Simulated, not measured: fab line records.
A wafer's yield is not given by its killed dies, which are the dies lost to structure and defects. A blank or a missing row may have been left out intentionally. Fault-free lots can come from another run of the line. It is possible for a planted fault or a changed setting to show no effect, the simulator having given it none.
Which of the tools did it? / flow nand harc / 72 wafers from 24 lots sampled at 6 of the route's 1302 steps

== WHAT THE GAUGES READ, wafer by wafer ==
NHARC_A_M1_INSPECT_27.
lot=L076; measured=day 23 06:56; on=defect inspect-02; raw defect count=448 628 516
lot=L075; measured=day 23 12:43; on=defect inspect-01; raw defect count=519 676 523
lot=L074; measured=day 23 14:13; on=defect inspect-01; raw defect count=685 567 512
lot=L077; measured=day 24 07:06; on=defect inspect-01; raw defect count=601 484 509
lot=L078; measured=day 24 07:42; on=defect inspect-01; raw defect count=301 418 401
lot=L080; measured=day 24 18:40; on=defect inspect-02; raw defect count=447 518 977
lot=L079; measured=day 24 20:10; on=defect inspect-02; raw defect count=472 510 487
lot=L081; measured=day 25 14:33; on=defect inspect-02; raw defect count=739 482 547
lot=L084; measured=day 26 14:13; on=defect inspect-02; raw defect count=457 448 407
lot=L082; measured=day 26 14:46; on=defect inspect-02; raw defect count=586 336 309
lot=L083; measured=day 26 19:07; on=defect inspect-01; raw defect count=297 463 370
lot=L085; measured=day 27 16:29; on=defect inspect-02; raw defect count=491 459 538
lot=L086; measured=day 27 19:23; on=defect inspect-01; raw defect count=719 671 563
lot=L087; measured=day 27 21:42; on=defect inspect-01; raw defect count=402 423 497
lot=L088; measured=day 28 14:13; on=defect inspect-02; raw defect count=746 551 501
lot=L089; measured=day 28 15:26; on=defect inspect-02; raw defect count=418 636 522
lot=L090; measured=day 30 04:02; on=defect inspect-01; raw defect count=919 799 678
lot=L091; measured=day 30 15:09; on=defect inspect-01; raw defect count=370 449 614
lot=L093; measured=day 30 18:32; on=defect inspect-02; raw defect count=465 526 454
lot=L094; measured=day 30 19:17; on=defect inspect-01; raw defect count=477 594 561
lot=L092; measured=day 31 01:28; on=defect inspect-01; raw defect count=443 436 381
lot=L095; measured=day 31 18:20; on=defect inspect-01; raw defect count=429 555 477
lot=L096; measured=day 31 23:54; on=defect inspect-02; raw defect count=435 422 501
lot=L097; measured=day 32 01:16; on=defect inspect-01; raw defect count=522 689 671

NHARC_A_BONDPAD_CD_MEAS_13.
lot=L076; measured=day 23 09:24; on=cd sem-03; cd nm (nm)=497.8 500.2 504.6
lot=L075; measured=day 23 15:10; on=cd sem-03; cd nm (nm)=497.8 498.3 499.2
lot=L074; measured=day 23 16:40; on=cd sem-01; cd nm (nm)=502.9 500.3 498.5
lot=L077; measured=day 24 09:52; on=cd sem-03; cd nm (nm)=502.4 497.7 500.2
lot=L078; measured=day 24 10:11; on=cd sem-02; cd nm (nm)=496.5 495.5 497.4
lot=L080; measured=day 24 21:07; on=cd sem-03; cd nm (nm)=502.7 502.6 500.7
lot=L079; measured=day 24 22:30; on=cd sem-01; cd nm (nm)=500.4 501.0 501.7
lot=L081; measured=day 25 17:00; on=cd sem-03; cd nm (nm)=499.8 501.3 502.4
lot=L084; measured=day 26 16:46; on=cd sem-01; cd nm (nm)=500.8 502.0 497.3
lot=L082; measured=day 26 17:13; on=cd sem-02; cd nm (nm)=500.0 500.7 501.4
lot=L083; measured=day 26 21:34; on=cd sem-02; cd nm (nm)=500.3 504.6 500.5
lot=L085; measured=day 27 18:58; on=cd sem-02; cd nm (nm)=500.8 497.8 497.8
lot=L086; measured=day 27 21:50; on=cd sem-03; cd nm (nm)=499.0 497.0 497.9
lot=L087; measured=day 28 00:02; on=cd sem-01; cd nm (nm)=503.1 495.6 502.0
lot=L088; measured=day 28 16:44; on=cd sem-03; cd nm (nm)=500.5 500.1 503.6
lot=L089; measured=day 28 17:53; on=cd sem-03; cd nm (nm)=496.6 498.3 503.4
lot=L090; measured=day 30 06:29; on=cd sem-03; cd nm (nm)=502.3 496.3 501.6
lot=L091; measured=day 30 17:29; on=cd sem-02; cd nm (nm)=497.8 499.4 498.1
lot=L093; measured=day 30 20:52; on=cd sem-01; cd nm (nm)=498.2 496.5 501.8
lot=L094; measured=day 30 21:53; on=cd sem-03; cd nm (nm)=499.3 498.7 497.1
lot=L092; measured=day 31 03:56; on=cd sem-02; cd nm (nm)=500.4 499.6 501.6
lot=L095; measured=day 31 20:48; on=cd sem-03; cd nm (nm)=502.1 496.8 500.2
lot=L096; measured=day 32 02:23; on=cd sem-01; cd nm (nm)=500.4 500.0 496.8
lot=L097; measured=day 32 03:50; on=cd sem-02; cd nm (nm)=500.9 500.5 499.5

== EACH LOT AND THE TOOL THAT RAN IT (in order: tool; ch and the chambers of the sampled wafers; start) ==
lot=L076; NHARC_A_BLC_DEGAS_30=pvd sputter-02, day 22 21:28; NHARC_A_M0_PRE_CLEAN_31=pecvd-04 ch 0,1, day 23 02:29; NHARC_A_M1_PVD_20=pvd sputter-02, day 23 06:56 or earlier; NHARC_A_BONDPAD_DEP_00=pecvd-03 ch 0,1,2, day 23 07:41
lot=L075; NHARC_A_BLC_DEGAS_30=pvd sputter-01, day 23 03:34; NHARC_A_M0_PRE_CLEAN_31=pecvd-04 ch 0,1, day 23 08:31; NHARC_A_M1_PVD_20=pvd sputter-01, day 23 12:43 or earlier; NHARC_A_BONDPAD_DEP_00=pecvd-04 ch 0,1,2, day 23 13:31
lot=L074; NHARC_A_BLC_DEGAS_30=pvd sputter-02, day 23 05:05; NHARC_A_M0_PRE_CLEAN_31=pecvd-02 ch 0,1,2, day 23 10:07; NHARC_A_M1_PVD_20=pvd sputter-01, day 23 14:13 or earlier; NHARC_A_BONDPAD_DEP_00=pecvd-01 ch 0,1,2, day 23 14:55
lot=L077; NHARC_A_BLC_DEGAS_30=pvd sputter-03, day 23 21:57; NHARC_A_M0_PRE_CLEAN_31=pecvd-04 ch 0,1,2, day 24 03:00; NHARC_A_M1_PVD_20=pvd sputter-02, day 24 07:06 or earlier; NHARC_A_BONDPAD_DEP_00=pecvd-01 ch 0,1, day 24 08:10
lot=L078; NHARC_A_BLC_DEGAS_30=pvd sputter-01, day 23 22:41; NHARC_A_M0_PRE_CLEAN_31=pecvd-04 ch 0,2, day 24 03:37; NHARC_A_M1_PVD_20=pvd sputter-01, day 24 07:42 or earlier; NHARC_A_BONDPAD_DEP_00=pecvd-03 ch 0,1, day 24 08:26
lot=L080; NHARC_A_BLC_DEGAS_30=pvd sputter-03, day 24 09:38; NHARC_A_M0_PRE_CLEAN_31=pecvd-02 ch 0,1, day 24 14:35; NHARC_A_M1_PVD_20=pvd sputter-03, day 24 18:40 or earlier; NHARC_A_BONDPAD_DEP_00=pecvd-03 ch 0,1, day 24 19:24
lot=L079; NHARC_A_BLC_DEGAS_30=pvd sputter-02, day 24 11:08; NHARC_A_M0_PRE_CLEAN_31=pecvd-02 ch 0,2, day 24 16:13; NHARC_A_M1_PVD_20=pvd sputter-03, day 24 20:10 or earlier; NHARC_A_BONDPAD_DEP_00=pecvd-04 ch 0,1, day 24 22:30 or earlier
lot=L081; NHARC_A_BLC_DEGAS_30=pvd sputter-01, day 25 05:34; NHARC_A_M0_PRE_CLEAN_31=pecvd-02 ch 1,2, day 25 10:25; NHARC_A_M1_PVD_20=pvd sputter-03, day 25 14:33 or earlier; NHARC_A_BONDPAD_DEP_00=pecvd-03 ch 0,1,2, day 25 17:00 or earlier
lot=L084; NHARC_A_BLC_DEGAS_30=pvd sputter-01, day 26 05:16; NHARC_A_M0_PRE_CLEAN_31=pecvd-04 ch 0,1, day 26 10:11; NHARC_A_M1_PVD_20=pvd sputter-03, day 26 14:13 or earlier; NHARC_A_BONDPAD_DEP_00=pecvd-01 ch 0,1,2, day 26 14:55
lot=L082; NHARC_A_BLC_DEGAS_30=pvd sputter-02, day 26 05:44; NHARC_A_M0_PRE_CLEAN_31=pecvd-04 ch 0,1,2, day 26 10:46; NHARC_A_M1_PVD_20=pvd sputter-02, day 26 14:46 or earlier; NHARC_A_BONDPAD_DEP_00=pecvd-01 ch 0,1, day 26 15:30
lot=L083; NHARC_A_BLC_DEGAS_30=pvd sputter-02, day 26 09:33; NHARC_A_M0_PRE_CLEAN_31=pecvd-02 ch 0,1, day 26 14:37; NHARC_A_M1_PVD_20=pvd sputter-03, day 26 19:07 or earlier; NHARC_A_BONDPAD_DEP_00=pecvd-04 ch 0,1,2, day 26 19:53
lot=L085; NHARC_A_BLC_DEGAS_30=pvd sputter-02, day 27 07:10; NHARC_A_M0_PRE_CLEAN_31=pecvd-02 ch 0,1, day 27 12:27; NHARC_A_M1_PVD_20=pvd sputter-03, day 27 16:29 or earlier; NHARC_A_BONDPAD_DEP_00=pecvd-03 ch 1,2, day 27 18:58 or earlier
lot=L086; NHARC_A_BLC_DEGAS_30=pvd sputter-02, day 27 10:24; NHARC_A_M0_PRE_CLEAN_31=pecvd-03 ch 0,1,2, day 27 15:20; NHARC_A_M1_PVD_20=pvd sputter-03, day 27 19:23 or earlier; NHARC_A_BONDPAD_DEP_00=pecvd-03 ch 0,1,2, day 27 20:13
lot=L087; NHARC_A_BLC_DEGAS_30=pvd sputter-01, day 27 12:43; NHARC_A_M0_PRE_CLEAN_31=pecvd-02 ch 1,2, day 27 17:40; NHARC_A_M1_PVD_20=pvd sputter-03, day 27 21:42 or earlier; NHARC_A_BONDPAD_DEP_00=pecvd-01 ch 0,2, day 27 22:27
lot=L088; NHARC_A_BLC_DEGAS_30=pvd sputter-01, day 28 05:18; NHARC_A_M0_PRE_CLEAN_31=pecvd-04 ch 0,1, day 28 10:10; NHARC_A_M1_PVD_20=pvd sputter-02, day 28 14:13 or earlier; NHARC_A_BONDPAD_DEP_00=pecvd-03 ch 0,2, day 28 14:55
lot=L089; NHARC_A_BLC_DEGAS_30=pvd sputter-02, day 28 06:25; NHARC_A_M0_PRE_CLEAN_31=pecvd-03 ch 0,1,2, day 28 11:26; NHARC_A_M1_PVD_20=pvd sputter-03, day 28 15:26 or earlier; NHARC_A_BONDPAD_DEP_00=pecvd-04 ch 0,2, day 28 16:08
lot=L090; NHARC_A_BLC_DEGAS_30=pvd sputter-01, day 29 18:58; NHARC_A_M0_PRE_CLEAN_31=pecvd-04 ch 0,1, day 29 23:58; NHARC_A_M1_PVD_20=pvd sputter-03, day 30 04:02 or earlier; NHARC_A_BONDPAD_DEP_00=pecvd-04 ch 0,1,2, day 30 04:44
lot=L091; NHARC_A_BLC_DEGAS_30=pvd sputter-02, day 30 06:04; NHARC_A_M0_PRE_CLEAN_31=pecvd-02 ch 0,1, day 30 11:05; NHARC_A_M1_PVD_20=pvd sputter-02, day 30 15:09 or earlier; NHARC_A_BONDPAD_DEP_00=pecvd-01 ch 1,2, day 30 15:51
lot=L093; NHARC_A_BLC_DEGAS_30=pvd sputter-01, day 30 09:09; NHARC_A_M0_PRE_CLEAN_31=pecvd-03 ch 0,2, day 30 14:28; NHARC_A_M1_PVD_20=pvd sputter-02, day 30 18:32 or earlier; NHARC_A_BONDPAD_DEP_00=pecvd-04 ch 0,2, day 30 19:14
lot=L094; NHARC_A_BLC_DEGAS_30=pvd sputter-02, day 30 10:10; NHARC_A_M0_PRE_CLEAN_31=pecvd-04 ch 0,1, day 30 15:13; NHARC_A_M1_PVD_20=pvd sputter-01, day 30 19:17 or earlier; NHARC_A_BONDPAD_DEP_00=pecvd-01 ch 0,2, day 30 20:04
lot=L092; NHARC_A_BLC_DEGAS_30=pvd sputter-01, day 30 16:04; NHARC_A_M0_PRE_CLEAN_31=pecvd-03 ch 0,1,2, day 30 21:23; NHARC_A_M1_PVD_20=pvd sputter-02, day 31 01:28 or earlier; NHARC_A_BONDPAD_DEP_00=pecvd-03 ch 0,1,2, day 31 02:10
lot=L095; NHARC_A_BLC_DEGAS_30=pvd sputter-02, day 31 09:08; NHARC_A_M0_PRE_CLEAN_31=pecvd-04 ch 0,1,2, day 31 14:08; NHARC_A_M1_PVD_20=pvd sputter-02, day 31 18:20 or earlier; NHARC_A_BONDPAD_DEP_00=pecvd-01 ch 0,1,2, day 31 19:03
lot=L096; NHARC_A_BLC_DEGAS_30=pvd sputter-01, day 31 14:49; NHARC_A_M0_PRE_CLEAN_31=pecvd-02 ch 0,1,2, day 31 19:52; NHARC_A_M1_PVD_20=pvd sputter-02, day 31 23:54 or earlier; NHARC_A_BONDPAD_DEP_00=pecvd-01 ch 0,1,2, day 32 00:44
lot=L097; NHARC_A_BLC_DEGAS_30=pvd sputter-03, day 31 15:34; NHARC_A_M0_PRE_CLEAN_31=pecvd-02 ch 1,2, day 31 20:55; NHARC_A_M1_PVD_20=pvd sputter-02, day 32 01:16 or earlier; NHARC_A_BONDPAD_DEP_00=pecvd-04 ch 0,1, day 32 02:05
- NHARC_A_BLC_DEGAS_30: time 60 s.
- NHARC_A_M0_PRE_CLEAN_31: time 12 s.
- NHARC_A_M1_PVD_20: deposits TaN, target thk 5 nm, time 8.06 s.
- NHARC_A_BONDPAD_DEP_00: deposits SiCN, target thk 250 nm.

== WHAT THE TOOLS THEMSELVES READ (means of the sampled wafers that have a number; where no wafer has one, the mark that the record gives instead) ==
NHARC_A_BLC_DEGAS_30.
lot=L076; tool=pvd sputter-02; heater power w (W)=481
lot=L075; tool=pvd sputter-01; heater power w (W)=453
lot=L074; tool=pvd sputter-02; heater power w (W)=456
lot=L077; tool=pvd sputter-03; heater power w (W)=469
lot=L078; tool=pvd sputter-01; heater power w (W)=466
lot=L080; tool=pvd sputter-03; heater power w (W)=449
lot=L079; tool=pvd sputter-02; heater power w (W)=454
lot=L081; tool=pvd sputter-01; heater power w (W)=472
lot=L084; tool=pvd sputter-01; heater power w (W)=440
lot=L082; tool=pvd sputter-02; heater power w (W)=454
lot=L083; tool=pvd sputter-02; heater power w (W)=428
lot=L085; tool=pvd sputter-02; heater power w (W)=455
lot=L086; tool=pvd sputter-02; heater power w (W)=451
lot=L087; tool=pvd sputter-01; heater power w (W)=426
lot=L088; tool=pvd sputter-01; heater power w (W)=449
lot=L089; tool=pvd sputter-02; heater power w (W)=476
lot=L090; tool=pvd sputter-01; heater power w (W)=457
lot=L091; tool=pvd sputter-02; heater power w (W)=423
lot=L093; tool=pvd sputter-01; heater power w (W)=431
lot=L094; tool=pvd sputter-02; heater power w (W)=455
lot=L092; tool=pvd sputter-01; heater power w (W)=428
lot=L095; tool=pvd sputter-02; heater power w (W)=456
lot=L096; tool=pvd sputter-01; heater power w (W)=425
lot=L097; tool=pvd sputter-03; heater power w (W)=467

NHARC_A_M0_PRE_CLEAN_31.
lot=L076; tool=pecvd-04; heater power w (W)=627
lot=L075; tool=pecvd-04; heater power w (W)=572
lot=L074; tool=pecvd-02; heater power w (W)=594
lot=L077; tool=pecvd-04; heater power w (W)=649
lot=L078; tool=pecvd-04; heater power w (W)=722
lot=L080; tool=pecvd-02; heater power w (W)=579
lot=L079; tool=pecvd-02; heater power w (W)=635
lot=L081; tool=pecvd-02; heater power w (W)=563
lot=L084; tool=pecvd-04; heater power w (W)=647
lot=L082; tool=pecvd-04; heater power w (W)=674
lot=L083; tool=pecvd-02; heater power w (W)=615
lot=L085; tool=pecvd-02; heater power w (W)=607
lot=L086; tool=pecvd-03; heater power w (W)=666
lot=L087; tool=pecvd-02; heater power w (W)=572
lot=L088; tool=pecvd-04; heater power w (W)=609
lot=L089; tool=pecvd-03; heater power w (W)=635
lot=L090; tool=pecvd-04; heater power w (W)=633
lot=L091; tool=pecvd-02; heater power w (W)=628
lot=L093; tool=pecvd-03; heater power w (W)=682
lot=L094; tool=pecvd-04; heater power w (W)=580
lot=L092; tool=pecvd-03; heater power w (W)=653
lot=L095; tool=pecvd-04; heater power w (W)=603
lot=L096; tool=pecvd-02; heater power w (W)=612
lot=L097; tool=pecvd-02; heater power w (W)=612

NHARC_A_M1_PVD_20.
lot=L076; tool=pvd sputter-02; cathode dc power W (W)=15000; throttle valve pct (%)=30.4
lot=L075; tool=pvd sputter-01; cathode dc power W (W)=14998; throttle valve pct (%)=29.8
lot=L074; tool=pvd sputter-01; cathode dc power W (W)=15001; throttle valve pct (%)=29.2
lot=L077; tool=pvd sputter-02; cathode dc power W (W)=15001; throttle valve pct (%)=30.2
lot=L078; tool=pvd sputter-01; cathode dc power W (W)=14998; throttle valve pct (%)=28.5
lot=L080; tool=pvd sputter-03; cathode dc power W (W)=15002; throttle valve pct (%)=29.3
lot=L079; tool=pvd sputter-03; cathode dc power W (W)=14999; throttle valve pct (%)=29.2
lot=L081; tool=pvd sputter-03; cathode dc power W (W)=14998; throttle valve pct (%)=29.6
lot=L084; tool=pvd sputter-03; cathode dc power W (W)=15000; throttle valve pct (%)=28.6
lot=L082; tool=pvd sputter-02; cathode dc power W (W)=15004; throttle valve pct (%)=30.1
lot=L083; tool=pvd sputter-03; cathode dc power W (W)=15000; throttle valve pct (%)=29.1
lot=L085; tool=pvd sputter-03; cathode dc power W (W)=14999; throttle valve pct (%)=28.9
lot=L086; tool=pvd sputter-03; cathode dc power W (W)=15003; throttle valve pct (%)=28.7
lot=L087; tool=pvd sputter-03; cathode dc power W (W)=14999; throttle valve pct (%)=29.2
lot=L088; tool=pvd sputter-02; cathode dc power W (W)=15000; throttle valve pct (%)=30.1
lot=L089; tool=pvd sputter-03; cathode dc power W (W)=14998; throttle valve pct (%)=29.2
lot=L090; tool=pvd sputter-03; cathode dc power W (W)=14999; throttle valve pct (%)=29.4
lot=L091; tool=pvd sputter-02; cathode dc power W (W)=14998; throttle valve pct (%)=30.1
lot=L093; tool=pvd sputter-02; cathode dc power W (W)=15002; throttle valve pct (%)=30.0
lot=L094; tool=pvd sputter-01; cathode dc power W (W)=14999; throttle valve pct (%)=29.6
lot=L092; tool=pvd sputter-02; cathode dc power W (W)=15002; throttle valve pct (%)=30.1
lot=L095; tool=pvd sputter-02; cathode dc power W (W)=14999; throttle valve pct (%)=30.5
lot=L096; tool=pvd sputter-02; cathode dc power W (W)=15000; throttle valve pct (%)=29.8
lot=L097; tool=pvd sputter-02; cathode dc power W (W)=15002; throttle valve pct (%)=30.2

NHARC_A_BONDPAD_DEP_00.
lot=L076; tool=pecvd-03; heater power w (W)=612
lot=L075; tool=pecvd-04; heater power w (W)=551
lot=L074; tool=pecvd-01; heater power w (W)=506
lot=L077; tool=pecvd-01; heater power w (W)=521
lot=L078; tool=pecvd-03; heater power w (W)=647
lot=L080; tool=pecvd-03; heater power w (W)=570
lot=L079; tool=pecvd-04; heater power w (W)=532
lot=L081; tool=pecvd-03; heater power w (W)=557
lot=L084; tool=pecvd-01; heater power w (W)=530
lot=L082; tool=pecvd-01; heater power w (W)=561
lot=L083; tool=pecvd-04; heater power w (W)=599
lot=L085; tool=pecvd-03; heater power w (W)=554
lot=L086; tool=pecvd-03; heater power w (W)=576
lot=L087; tool=pecvd-01; heater power w (W)=486
lot=L088; tool=pecvd-03; heater power w (W)=651
lot=L089; tool=pecvd-04; heater power w (W)=628
lot=L090; tool=pecvd-04; heater power w (W)=574
lot=L091; tool=pecvd-01; heater power w (W)=544
lot=L093; tool=pecvd-04; heater power w (W)=626
lot=L094; tool=pecvd-01; heater power w (W)=521
lot=L092; tool=pecvd-03; heater power w (W)=577
lot=L095; tool=pecvd-01; heater power w (W)=512
lot=L096; tool=pecvd-01; heater power w (W)=533
lot=L097; tool=pecvd-04; heater power w (W)=555

== THE ANSWER, worked out from the rows above alone ==
Rule: usual is defined by the lots themselves. Put in order of their means at a reading, lots are off if they are a third of the lots or fewer, leave a main group of 4 or more, and stand apart from it by a gap of 3 or more times the standard deviation of the main group's means; of several such gaps the widest counts. A main group whose means are all the same, to the digits that the tables above print for the reading, isn't used. Also off: a lot with no number at a reading for which 4 or more lots have one. All remaining lots with rows at the step are treated as sound. After the gauges, taken in route order, come the tools' own readings; for these a lot's mean is taken, as printed above. The first step at which some lot is off is used, and at that step the reading that is off furthest; a lot without a number counts as furthest.
None of the lots is off at any reading shown; this tells nothing.

== WHAT THE SIMULATOR HAD PUT IN ==
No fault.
